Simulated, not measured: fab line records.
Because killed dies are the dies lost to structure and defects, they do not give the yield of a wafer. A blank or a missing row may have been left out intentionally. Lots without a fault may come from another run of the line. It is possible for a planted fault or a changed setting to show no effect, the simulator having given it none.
Matching of chambers -- flow nand-harc -- cmp-01 running NHARC_A_CHANNEL_FILL_D1_CMP_10: 4 sister chambers
The step polishes, target thk 150 nm. 20 wafers are shown with their chamber, then 10 later ones without.

## WAFERS, EACH WITH ITS CHAMBER
wafer,chamber,motor-current-A (A),time-to-endpoint-s (s),slurry-flow-ml-min
L074.4,0,12.1,13,149.7
L074.5,2,11.2,14,151.2
L074.6,1,14.4,17,150.9
L077.1,1,14.4,16,150.1
L077.4,0,12.5,11,149.3
L077.5,1,14.0,15,149.8
L081.2,0,11.8,13,150.3
L081.3,3,11.4,17,150.0
L081.6,3,11.1,17,150.5
L082.1,0,11.7,11,150.2
L082.2,1,13.6,17,150.1
L082.5,3,12.2,17,150.3
L086.1,3,11.7,16,150.1
L086.2,2,11.7,13,150.4
L086.5,0,11.4,10,150.6
L089.1,1,13.9,15,149.8
L089.4,3,11.6,14,149.5
L089.5,0,11.7,14,150.4
L091.2,2,11.7,14,149.7
L091.4,1,14.0,13,149.8

SIGNATURES, as means of the wafers listed above
reading,chamber 0,chamber 1,chamber 2,chamber 3,scatter within a chamber
motor-current-A,11.867,14.050,11.533,11.600,0.357
time-to-endpoint-s,12.00,15.50,13.67,16.20,1.39
slurry-flow-ml-min,150.083,150.083,150.433,150.080,0.487
Rule: for each reading, subtract the chamber's mean from the wafer's reading, divide by that reading's scatter and square the result; add these up over the readings and take the root, which gives the wafer's distance from the chamber. The wafer belongs to the nearest chamber; if the next one is less than 2 further off, it can't be placed. The scatter: the root of (the sum of the squares of (reading less its chamber's mean) over the shown wafers, divided by (wafers less chambers)).

## WAFERS MISSING THEIR CHAMBER
wafer,motor-current-A (A),time-to-endpoint-s (s),slurry-flow-ml-min
L091.6,11.5,15,149.6
L092.1,11.3,17,149.9
L092.4,11.6,15,149.5
L092.6,10.9,12,149.5
L094.1,11.5,16,150.0
L094.2,14.5,17,149.6
L094.5,14.6,17,150.0
L097.1,11.6,17,149.7
L097.2,13.8,17,150.0
L097.3,11.0,14,150.0

## WHICH CHAMBER EACH ONE RAN IN
wafer,from the rows above,in truth
L091.6,can't be placed: 3 or 2 or 0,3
L092.1,can't be placed: 3 or 2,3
L092.4,can't be placed: 3 or 2 or 0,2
L092.6,can't be placed: 2 or 0 or 3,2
L094.1,can't be placed: 3 or 2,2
L094.2,1,1
L094.5,1,1
L097.1,can't be placed: 3 or 2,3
L097.2,1,1
L097.3,can't be placed: 2 or 3 or 0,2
3 of 10 placed correctly. Cannot be placed on the basis of these rows: 7; the candidates contain the true chamber in 7. Number placed wrongly: 0.
